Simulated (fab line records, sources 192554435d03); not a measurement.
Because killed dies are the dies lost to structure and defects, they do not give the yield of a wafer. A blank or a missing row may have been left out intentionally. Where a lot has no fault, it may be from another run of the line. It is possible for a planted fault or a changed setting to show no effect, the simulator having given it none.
One fault through the eyes of 2 desks | flow n5 finfet | each desk holds nothing but its own numbers, with what lay behind them at the end

== TOOL OWNER'S DESK, pecvd-01 ==
The tool's own readings at N5_BEOL_M13_DEP_53 (deposits SiCN from 3MS/NH3, target thk 50 nm, time 17.8 s): means of the sampled wafers that have a number, for each lot that ran on this tool. A lot is out of limits, marked OUT, if its mean lies more than 4 standard deviations from the usual mean; the brackets give that distance.
Columns: A = showerhead plenum p Torr at N5_BEOL_M13_DEP_53, usual 4.156 Torr; B = throttle valve pct at N5_BEOL_M13_DEP_53, usual 18.5 %
lot  | first seen here | A     | B
L232 | day 14 06:02    | 4.158 | 17.7
L233 | day 14 17:08    | 4.156 | 17.6
L235 | day 15 03:35    | 4.158 | 17.3
This desk's verdict: no lot among the 3 shows anything out of limits.

== AT THE METROLOGY DESK ==
Means of the sampled wafers that have a number, per lot and without regard to the tool the lot ran on: this is what the gauges read. A lot is out of limits, marked OUT, if its mean lies more than 4 standard deviations from the usual mean; the brackets give that distance.
Columns: A = M13_THK at N5_BEOL_M13_THK_MEAS_50, usual 425 nm; B = M13_RS at N5_BEOL_M13_RS_MEAS_54, usual 0.0448 ohm/sq
lot  | first seen here | A   | B
L220 | day 11 00:44    | 427 | 0.0448
L232 | day 14 05:59    | 420 | 0.0449
L233 | day 14 17:04    | 429 | 0.0442
L235 | day 15 03:32    | 432 | 0.0440
L241 | day 16 18:05    | 419 | 0.0451
L242 | day 16 21:16    | 427 | 0.0438
This desk's verdict: no lot among the 6 shows anything out of limits.

== PUT TOGETHER ==
The tool owner's desk saw nothing out of limits.
At the metrology desk, nothing out of limits was observed.

== WHAT WAS PUT IN BY THE SIMULATOR ==
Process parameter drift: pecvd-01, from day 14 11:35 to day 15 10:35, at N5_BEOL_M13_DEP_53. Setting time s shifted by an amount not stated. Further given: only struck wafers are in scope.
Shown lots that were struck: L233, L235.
